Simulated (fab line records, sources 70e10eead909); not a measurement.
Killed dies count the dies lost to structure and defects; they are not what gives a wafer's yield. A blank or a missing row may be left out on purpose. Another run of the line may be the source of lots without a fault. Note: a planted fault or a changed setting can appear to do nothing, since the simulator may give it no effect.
Struck lot and sound lot, side by side || flow nand harc || 18 steps out of a route of 1302
Sound: wafers L546.3, L546.4, L546.6. Wafers L560.2, L560.4, L560.5 were the ones struck. The cause is named last.
Order at every step that has rows: each side's tool, ch and its chambers, its first start. Under that, the readings that differ: sound wafers || struck wafers || difference of the means || sigmas: that difference in standard deviations of wafers without a fault.
alike: a reading whose means differ by less than 2 such deviations, as well as words and numbers matching on both sides. not compared: withheld readings; readings where some wafer has no value; bounds like >300 that might hide an equal value; numbers whose values overlap and for which the record gives no deviation.
Wherever a step has rows on one side only, a row that says differs or no value, or a row with sigmas, the two part there. When numbers do not overlap yet have no deviation, they are printed without sigmas and do not part them. Lack of a reading on every wafer of one side parts them only where that side has two or more wafers.

NHARC_A_CONTACT_ETCH_106: etches the open film in CF4/O2, target depth 90 nm, overetch 9 nm, time 49.5 s.
  sound on rie diel-01 ch 0,3, day 22 17:53; struck on rie diel-01 ch 0,1,2, day 28 17:25
  alike: drypump motor current A, oes product au, rf vpp V, showerhead plenum p Torr, throttle valve pct
  not compared: rf hours counter h
NHARC_A_CONTACT_STRIP_82: strips in O2.
  sound: rie diel-01 ch 1,2,3; struck: rie diel-01 ch 1,2,3
  alike: drypump motor current A, oes product au, rf vpp V, showerhead plenum p Torr, throttle valve pct
  not compared: rf hours counter h
then, 1 step without rows for these wafers: NHARC_A_CONTACT_STRIP_83 (strips in post etch residue remover, time 600 s).
NHARC_A_CONTACT_DEP_84: deposits aC, target thk 2800 nm.
  sound on acl dep-01 ch 0, day 22 22:03; struck on acl dep-01 ch 0, day 29 02:04
  alike: throttle valve pct
NHARC_A_CONTACT_DEP_85: deposits SiON, target thk 60 nm.
  sound on pecvd-04 ch 0,1,2, day 22 23:13; struck on pecvd-03 ch 0,1, day 29 03:33
  alike: heater power w
then, 7 steps without rows for these wafers: NHARC_A_CONTACT_DEHYDRATE_00 (time 120 s); NHARC_A_CONTACT_HMDS_01 (time 30 s); NHARC_A_CONTACT_COAT_86 (time 75 s); NHARC_A_CONTACT_COAT_87 (time 65 s); NHARC_A_CONTACT_COAT_02 (resist thk 90 nm); NHARC_A_CONTACT_SOFTBAKE_03 (time 55 s); NHARC_A_CONTACT_EBR_04.
NHARC_A_CONTACT_EXPOSE_05: exposes mask A CC.
  sound on arfi scanner-03 ch 0, day 22 23:41; struck on arfi scanner-02 ch 0, day 29 04:07
{"reading": "exposure dose mJ cm2", "sound": "84.1 84.1 84.2", "struck": "70.0 70.1 70.0", "difference": -14.1, "sigmas": -20}
  alike: mask
then, 2 steps without rows for these wafers: NHARC_A_CONTACT_PEB_06 (peb time 65 s); NHARC_A_CONTACT_DEVELOP_07 (develop time 35 s).
NHARC_A_CONTACT_CD_MEAS_08 targets a cd of 200 nm.
  sound on cd sem-02 ch 0, day 22 23:49; struck on cd sem-02 ch 0
{"reading": "cd nm (nm)", "sound": "200.1 200.3 200.4", "struck": "188.7 188.5 188.0", "difference": -11.9, "sigmas": -19}
  not compared: hold
NHARC_A_CONTACT_OVL_MEAS_09:
  sound on overlay-02 at day 22 23:54; struck on overlay-02 at day 29 11:08
{"reading": "hold", "sound": "- - -", "struck": "await dispo/6.6h/release await dispo/6.6h/release await dispo/6.6h/release", "difference": "no value on the sound wafers", "sigmas": ""}
  alike: overlay x nm, overlay y nm
-- the record jumps here: 2 days lie between the struck wafers' starts before and after (it left off in module A_CONTACT and takes up again in module END, whose first step shown is number 1302 of the route) --
NHARC_END_SORT_01:
  the record has rows for the struck wafers here (prober-02 ch 0, day 31 21:40) and none for the sound ones

== WHERE THEY PART ==
At NHARC_A_CONTACT_EXPOSE_05 first; at NHARC_END_SORT_01 last (within this record only).

WHY: whatever the simulator had introduced
Process parameters drifting: arfi scanner-02 at NHARC_A_CONTACT_EXPOSE_05, beginning at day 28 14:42. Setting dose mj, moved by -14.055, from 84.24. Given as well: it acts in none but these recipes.
